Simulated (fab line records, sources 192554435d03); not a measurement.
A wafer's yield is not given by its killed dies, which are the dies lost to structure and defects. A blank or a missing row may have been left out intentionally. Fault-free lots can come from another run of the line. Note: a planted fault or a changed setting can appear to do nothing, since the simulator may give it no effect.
A struck lot beside a sound one / flow n5_finfet / 35 out of 1938 route steps
Sound: the wafers L556.3, L556.5, L556.6. Wafers L566.3, L566.5, L566.6 were the ones struck. The cause is given at the end.
Per side, at each step with rows, come the tool, then ch with its chambers, and then its first start. Under that, the readings that differ: sound wafers / struck wafers / difference of the means / sigmas: that difference in standard deviations of wafers without a fault.
alike: readings with means less than 2 such deviations apart, plus words and numbers identical on both sides. not compared: withheld readings, readings lacking a value on some wafer, bounds such as >300 that could conceal the same value, and numbers that have no deviation in the record and whose values overlap.
Wherever a step has rows on one side only, a row that says differs or no value, or a row with sigmas, the two part there. Numbers that don't overlap but have no deviation are shown without sigmas and don't part them. A reading that every wafer of one side lacks parts them only if that side has two wafers or more.

first, 9 steps without rows for these wafers: N5_MOL_CONTACT_COAG_SOFTBAKE_35 (time 60 s); N5_MOL_CONTACT_COAG_EXPOSE_37 (exposes mask VD, defocus 0 nm); N5_MOL_CONTACT_COAG_PEB_38 (peb time 60 s); N5_MOL_CONTACT_COAG_DEVELOP_39 (develop time 30 s); N5_MOL_CONTACT_COAG_DESCUM_45 (chemistry O2, time 7 s); N5_MOL_CONTACT_COAG_ETCH_65 (etches underlayer in N2/H2, target depth 13 nm, time 10.4 s); N5_MOL_CONTACT_COAG_ETCH_66 (etches SiARC in CF4, target depth 13 nm, time 21.7 s); N5_MOL_CONTACT_COAG_ALD_133 (deposits SiO2, target thk 5 nm, pulse time 1 s, co reactant pulse time 1 s); N5_MOL_CONTACT_COAG_ETCHBACK_134 (etches SiO2 in CHF3, target depth 10 nm, time 6.7 s).
N5_MOL_CONTACT_COAG_ETCH_67: etches SOC in N2/H2, target depth 60 nm, overetch 21 nm, time 101.2 s.
  sound on rie_diel-03 ch 0,1,3, day 5 21:50; struck on rie_diel-03 ch 1,2, day 8 06:20
  alike: drypump_motor_current_A, oes_product_au, rf_fwd_power_W, rf_vpp_V, showerhead_plenum_p_Torr, throttle_valve_pct
  not compared: rf_hours_counter_h
then, 24 steps without rows for these wafers: N5_MOL_CONTACT_COAG_STRIP_68 (strips in N2/H2); N5_MOL_CONTACT_COAG_STRIP_69 (strips in N2/H2); N5_MOL_CONTACT_COAG_ETCHBACK_136 (etches SiO2 in CHF3, target depth 25 nm, time 16.7 s); N5_MOL_CONTACT_COAG_STRIP_120 (strips in CHF3); N5_MOL_CONTACT_COAG_VIA_ETCH_117 (etches SiO2 in C4F6/O2, target depth 40 nm, overetch 8 nm, time 26 s); N5_MOL_CONTACT_COAG_ETCH_124 (etches SiNx in CH3F/O2, stops on SiOC, target depth 6.5 nm); N5_MOL_CONTACT_COAG_ETCH_48 (etches SiOC in C4F6/O2, target depth 15 nm, overetch 4.5 nm, time 17 s); N5_MOL_CONTACT_COAG_STRIP_72 (strips in N2/H2); N5_MOL_CONTACT_COAG_STRIP_49 (strips in N2/H2, time 30 s); N5_MOL_CONTACT_COAG_PRECLEAN_138 (cleans in alkaline clean, time 60 s); N5_MOL_CONTACT_COAG_SRD_139 (time 30 s); N5_MOL_CONTACT_COAG_PRE_CLEAN_121; N5_MOL_CONTACT_COAG_CVD_140 (deposits W, target thk 66.5 nm, time 215 s); N5_MOL_CONTACT_COAG_PRECLEAN_127 (cleans in DIW, time 57.5 s); N5_MOL_CONTACT_COAG_SRD_128 (dry time 32 s); N5_MOL_CONTACT_COAG_CMP_52 (polishes, stops on SiO2, t overpolish 1.5 s, target thk 66.5 nm); N5_MOL_CONTACT_COAG_ANNEAL_112 (time 1800 s); N5_BEOL_M0_SAQP_PECVD_00 (deposits SiCN from 3MS/NH3, target thk 8 nm, time 14 s); N5_BEOL_M0_SAQP_ILD_DEP_01 (deposits SiOC from DEMS/O2, target thk 45.419 nm, time 8.7 s); N5_BEOL_M0_SAQP_HM_DEP_02 (deposits TiN, target thk 12 nm); N5_BEOL_M0_SAQP_PECVD_03 (deposits SiCN from 3MS/NH3, target thk 12 nm, time 21.1 s); N5_BEOL_M0_SAQP_PECVD_96 (deposits a-Si from SiH4/He, target thk 45 nm, time 45.2 s); N5_BEOL_M0_SAQP_PECVD_97 (deposits SiNx from SiH4/NH3/N2, target thk 23 nm, time 19.9 s); N5_BEOL_M0_SAQP_PECVD_04 (deposits a-Si from SiH4/He, target thk 60 nm, time 60.2 s).
-- record jumps: 8 days separate the struck wafers' starts on either side; left off in module BEOL_M0_SAQP, taken up again in module PASSIVATION, whose first shown step is the route's number 1936 --
N5_PASSIVATION_PROBE_49:
  sound: prober-01 at day 12 06:37; struck: prober-01 at day 16 02:13
reading=killed_at_contacts; sound=7 0 15; struck=114 106 139; difference=+112; sigmas=+16
reading=killed_dies; sound=99 96 96; struck=191 224 212; difference=+112; sigmas=+7
reading=killed_on_rim; sound=13 13 8; struck=33 38 20; difference=+19; sigmas=+5
  alike: killed_at_M0_to_M3, killed_at_M4_up, killed_at_front_end, killed_at_other, killed_open, killed_short

WHERE THEY PART
Only at N5_PASSIVATION_PROBE_49, within this record.

WHY: whatever the simulator had introduced
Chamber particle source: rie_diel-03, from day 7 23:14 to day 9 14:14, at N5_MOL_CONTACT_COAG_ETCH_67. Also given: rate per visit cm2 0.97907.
